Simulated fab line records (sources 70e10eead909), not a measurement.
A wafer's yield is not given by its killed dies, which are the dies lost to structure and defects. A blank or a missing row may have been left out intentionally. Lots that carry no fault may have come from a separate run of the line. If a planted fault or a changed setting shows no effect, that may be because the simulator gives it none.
The tool behind it: which one?	flow nand harc	12 lots, 36 wafers sampled, at 5 steps of a route of 1159

## WHAT THE GAUGES READ, wafer by wafer
NHARC_A_CONTACT_CD_MEAS_42 targets a cd of 200 nm.
lot	measured	on	cd nm (nm)
L282	day 16 11:07	cd sem-02	199.6 200.2 199.5
L280	day 16 14:37	cd sem-01	199.9 200.0 200.7
L284	day 17 01:56	cd sem-02	200.1 199.9 200.1
L286	day 17 04:23	cd sem-03	200.0 200.0 200.3
L287	day 17 22:18	cd sem-02	200.7 200.1 199.8
L295	day 20 08:55	cd sem-03	200.2 200.4 199.7
L294	day 20 11:12	cd sem-02	199.4 199.5 199.2
L299	day 20 13:56	cd sem-03	199.3 199.2 199.3
L298	day 20 17:22	cd sem-02	199.5 199.0 199.1
L302	day 20 20:20	cd sem-02	199.9 199.7 198.7
L301	day 21 03:09	cd sem-02	199.7 200.2 200.3
L303	day 22 05:39	cd sem-03	199.6 199.5 199.1

NHARC_END_SORT_01.
lot	measured	on	killed at array	killed at other	killed at periphery	killed dies	killed open	killed short
L295	day 23 18:50	prober-01	674 676 674	0 0 0	3 1 3	677 677 677	2 2 5	2 2 3
L294	day 24 02:34	prober-01	673 674 673	2 1 2	2 2 2	677 677 677	3 1 2	2 4 2

## WHICH TOOL RAN EACH LOT (tool, then ch and the chambers of the sampled wafers, then the start)
lot	NHARC_A_CONTACT_ETCH_51	NHARC_A_CONTACT_ETCH_115	NHARC_A_CONTACT_ETCH_116
L282	rie diel-01 ch 2,3, day 16 13:02 or earlier	har cap etch-02 ch 0,1, day 16 13:02	har cap etch-02 ch 0,1, day 16 13:08
L280	rie diel-01 ch 0,1,3, day 16 16:32 or earlier	har cap etch-01 ch 0,1, day 16 16:32	har cap etch-01 ch 0,1, day 16 16:38
L284	rie diel-11 ch 0,2, day 17 03:53 or earlier	har cap etch-03 ch 0,1, day 17 03:53	har cap etch-03 ch 0,1, day 17 03:59
L286	rie diel-11 ch 1,2,3, day 17 06:19 or earlier	har cap etch-01 ch 0,1, day 17 06:19	har cap etch-01 ch 0,1, day 17 06:24
L287	rie diel-12 ch 1,2,3, day 18 00:22 or earlier	har cap etch-02 ch 0,1, day 18 00:22	har cap etch-02 ch 0,1, day 18 00:29
L295	rie diel-11 ch 0,1,3, day 20 11:16 or earlier	har cap etch-02 ch 0,1, day 20 11:16	har cap etch-02 ch 0,1, day 20 11:25
L294	rie diel-11 ch 0,2, day 20 13:08 or earlier	har cap etch-01 ch 1, day 20 13:08	har cap etch-01 ch 1, day 20 13:14
L299	rie diel-12 ch 0,1,2, day 20 16:06 or earlier	har cap etch-03 ch 0,1, day 20 16:06	har cap etch-03 ch 0,1, day 20 16:11
L298	rie diel-01 ch 0,1, day 20 19:58 or earlier	har cap etch-02 ch 0, day 20 19:58	har cap etch-02 ch 0, day 20 20:07
L302	rie diel-01 ch 1,2,3, day 20 23:01 or earlier	har cap etch-02 ch 0,1, day 20 23:01	har cap etch-02 ch 0,1, day 20 23:11
L301	rie diel-01 ch 1,3, day 21 05:26 or earlier	har cap etch-01 ch 0,1, day 21 05:26	har cap etch-01 ch 0,1, day 21 05:32
L303	rie diel-11 ch 2,3, day 22 07:48 or earlier	har cap etch-03 ch 0, day 22 07:48	har cap etch-03 ch 0, day 22 07:53
- NHARC_A_CONTACT_ETCH_51: etches the open film in O2/COS, target depth 3600 nm, time 936 s.
- NHARC_A_CONTACT_ETCH_115: etches the open film in C4F8/O2/Ar, time 94 s, target depth 922 nm.
- NHARC_A_CONTACT_ETCH_116: etches the open film in C4F8/O2/Ar, time 94 s, target depth 922 nm.

## AS READ BY THE TOOLS THEMSELVES (means over the sampled wafers that have a number; for cases with no such wafer, the mark the record gives instead)
NHARC_A_CONTACT_ETCH_51.
lot	tool	bias w (W)	chamber pressure mTorr (mTorr)	drypump motor current A (A)	oes product au (a.u.)	rf vpp V (V)	showerhead plenum p Torr (Torr)	throttle valve pct (%)
L282	rie diel-01	300.8	19.986	6.4	1.002	316.0	3.20	28.328
L280	rie diel-01	301.0	19.990	6.1	1.001	314.0	3.10	28.329
L284	rie diel-11	300.3	19.996	5.7	1.007	313.2	3.06	28.333
L286	rie diel-11	299.9	19.986	5.7	0.997	314.5	3.13	28.337
L287	rie diel-12	299.8	19.997	5.1	0.996	317.0	3.32	28.327
L295	rie diel-11	300.1	20.005	5.7	1.002	315.5	3.24	28.327
L294	rie diel-11	299.8	20.005	5.7	1.002	315.3	3.16	28.333
L299	rie diel-12	300.0	20.019	5.2	1.002	316.8	3.31	28.335
L298	rie diel-01	299.4	20.011	6.2	0.998	311.9	2.96	28.325
L302	rie diel-01	300.2	19.994	6.2	1.002	313.9	3.15	28.333
L301	rie diel-01	300.3	20.010	6.1	1.004	314.6	3.20	28.329
L303	rie diel-11	298.6	20.002	5.8	0.999	313.2	3.07	28.326

NHARC_A_CONTACT_ETCH_115.
lot	tool	chamber pressure mTorr (mTorr)	oes air line au (a.u.)
L282	har cap etch-02	20.001	0.991
L280	har cap etch-01	19.999	0.994
L284	har cap etch-03	20.009	0.993
L286	har cap etch-01	19.988	0.990
L287	har cap etch-02	19.997	1.006
L295	har cap etch-02	20.002	0.969
L294	har cap etch-01	20.006	0.993
L299	har cap etch-03	19.997	1.004
L298	har cap etch-02	19.996	0.977
L302	har cap etch-02	20.010	1.006
L301	har cap etch-01	20.001	0.978
L303	har cap etch-03	20.005	1.009

NHARC_A_CONTACT_ETCH_116.
lot	tool	chamber pressure mTorr (mTorr)	oes air line au (a.u.)
L282	har cap etch-02	20.006	1.002
L280	har cap etch-01	19.998	0.996
L284	har cap etch-03	20.006	0.994
L286	har cap etch-01	20.004	0.989
L287	har cap etch-02	20.016	1.007
L295	har cap etch-02	-	-
L294	har cap etch-01	-	-
L299	har cap etch-03	20.004	0.983
L298	har cap etch-02	19.997	0.981
L302	har cap etch-02	19.995	1.012
L301	har cap etch-01	20.009	1.007
L303	har cap etch-03	19.997	0.993

## THE ANSWER, worked out from the rows above alone
Rule: the usual values come from the lots themselves. The widest of any qualifying gaps counts: lots, ordered by their means at a reading, are off when they make up no more than a third of the lots, leave a main group of 4 or more, and stand apart from it by 3 or more times the standard deviation of that group's means. Not used: any main group whose means are identical at the precision the tables above print for the reading. Also off: a lot with no number at a reading for which 4 or more lots have one. All remaining lots with rows at the step are treated as sound. Order of review: gauges by route order, followed by the tools' own readings, for which a lot's mean as printed above is used. The first step at which some lot is off is used, and at that step the reading that is off furthest; a lot without a number counts as furthest.
Off, at NHARC_A_CONTACT_ETCH_116 on chamber pressure mTorr: L295, L294. Without a number there: L295, L294. Main group: mean 20.003 mTorr, sd 0.0062.
A tool fits if, at that step or a process step before it, it ran every lot that is off, and no sound lot after the first of them. NHARC_A_CONTACT_ETCH_51: start missing for some lots; hours and lot order therefore follow NHARC_A_CONTACT_ETCH_115. Not one of the candidates tried fits.

## WHAT WAS PUT IN BY THE SIMULATOR
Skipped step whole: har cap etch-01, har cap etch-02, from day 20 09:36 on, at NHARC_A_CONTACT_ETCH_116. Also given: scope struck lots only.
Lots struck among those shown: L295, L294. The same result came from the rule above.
